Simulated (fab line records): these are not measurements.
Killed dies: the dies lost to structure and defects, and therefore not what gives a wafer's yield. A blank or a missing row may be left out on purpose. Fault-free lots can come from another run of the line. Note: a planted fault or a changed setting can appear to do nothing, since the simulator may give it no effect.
Matching of chambers :: flow n5 finfet :: N5_FIN_SAQP_ALD_61 on ald sin-02 has 4 sister chambers
The step deposits SiO2, target thk 4 nm, pulse time 1 s, purge time 2 s. 22 wafers are shown with their chamber, then 11 later ones without.

WAFERS PAIRED WITH THEIR CHAMBERS
wafer: L075.1
chamber: 0
heater power w (W): 430
precursor pulse height rel: 1.021

wafer: L075.4
chamber: 2
heater power w (W): 463
precursor pulse height rel: 0.993

wafer: L075.5
chamber: 1
heater power w (W): 452
precursor pulse height rel: 0.975

wafer: L079.1
chamber: 1
heater power w (W): 448
precursor pulse height rel: 0.996

wafer: L079.2
chamber: 0
heater power w (W): 417
precursor pulse height rel: 0.992

wafer: L079.3
chamber: 3
heater power w (W): 464
precursor pulse height rel: 0.979

wafer: L079.4
chamber: 2
heater power w (W): 458
precursor pulse height rel: 0.993

wafer: L079.5
chamber: 2
heater power w (W): 467
precursor pulse height rel: 0.977

wafer: L079.6
chamber: 3
heater power w (W): 469
precursor pulse height rel: 1.051

wafer: L080.2
chamber: 0
heater power w (W): 409
precursor pulse height rel: 1.021

wafer: L080.3
chamber: 2
heater power w (W): 462
precursor pulse height rel: 0.990

wafer: L080.6
chamber: 2
heater power w (W): 438
precursor pulse height rel: 1.005

wafer: L083.1
chamber: 3
heater power w (W): 447
precursor pulse height rel: 0.969

wafer: L083.4
chamber: 0
heater power w (W): 406
precursor pulse height rel: 0.995

wafer: L083.6
chamber: 1
heater power w (W): 452
precursor pulse height rel: 1.051

wafer: L088.1
chamber: 3
heater power w (W): 468
precursor pulse height rel: 0.981

wafer: L088.4
chamber: 2
heater power w (W): 445
precursor pulse height rel: 0.980

wafer: L088.6
chamber: 1
heater power w (W): 450
precursor pulse height rel: 1.003

wafer: L089.3
chamber: 3
heater power w (W): 469
precursor pulse height rel: 1.036

wafer: L089.4
chamber: 0
heater power w (W): 410
precursor pulse height rel: 0.983

wafer: L089.6
chamber: 2
heater power w (W): 460
precursor pulse height rel: 1.021

wafer: L091.2
chamber: 2
heater power w (W): 461
precursor pulse height rel: 1.000

SIGNATURES (means of the wafers above)
reading: heater power w
chamber 0: 414.40
chamber 1: 450.50
chamber 2: 456.75
chamber 3: 463.40
scatter within a chamber: 8.9

reading: precursor pulse height rel
chamber 0: 1.00240
chamber 1: 1.00625
chamber 2: 0.99487
chamber 3: 1.00320
scatter within a chamber: 0.0251
Rule: a wafer lies at a distance from a chamber equal to the root of the sum of squares, over the readings, of (its reading less the chamber's mean, divided by the reading's scatter). The wafer belongs to the nearest chamber; if the next one is less than 2 further off, it can't be placed. The scatter: take each reading less its chamber's mean, square it, sum over the shown wafers, divide by the number of wafers less the number of chambers, and take the root.

WAFERS WITH NO CHAMBER GIVEN
wafer: L091.3
heater power w (W): 412
precursor pulse height rel: 0.998

wafer: L091.4
heater power w (W): 465
precursor pulse height rel: 1.007

wafer: L093.2
heater power w (W): 470
precursor pulse height rel: 0.977

wafer: L093.3
heater power w (W): 464
precursor pulse height rel: 0.995

wafer: L093.4
heater power w (W): 416
precursor pulse height rel: 0.989

wafer: L095.1
heater power w (W): 420
precursor pulse height rel: 0.990

wafer: L095.3
heater power w (W): 476
precursor pulse height rel: 0.996

wafer: L095.6
heater power w (W): 462
precursor pulse height rel: 1.009

wafer: L097.1
heater power w (W): 423
precursor pulse height rel: 0.995

wafer: L097.2
heater power w (W): 461
precursor pulse height rel: 1.004

wafer: L097.5
heater power w (W): 464
precursor pulse height rel: 0.977

WHICH CHAMBER EACH ONE RAN IN
wafer: L091.3
from the rows above: 0
in truth: 0

wafer: L091.4
from the rows above: can't be placed: 3 or 2 or 1
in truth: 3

wafer: L093.2
from the rows above: can't be placed: 3 or 2 or 1
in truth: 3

wafer: L093.3
from the rows above: can't be placed: 3 or 2 or 1
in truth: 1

wafer: L093.4
from the rows above: 0
in truth: 0

wafer: L095.1
from the rows above: 0
in truth: 0

wafer: L095.3
from the rows above: can't be placed: 3 or 2 or 1
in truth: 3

wafer: L095.6
from the rows above: can't be placed: 3 or 2 or 1
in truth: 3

wafer: L097.1
from the rows above: 0
in truth: 0

wafer: L097.2
from the rows above: can't be placed: 3 or 2 or 1
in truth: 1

wafer: L097.5
from the rows above: can't be placed: 3 or 2 or 1
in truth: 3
Placed correctly: 4 of 11. Not placeable from these rows: 7 (in 7, the candidates include the true chamber). Number placed wrongly: 0.
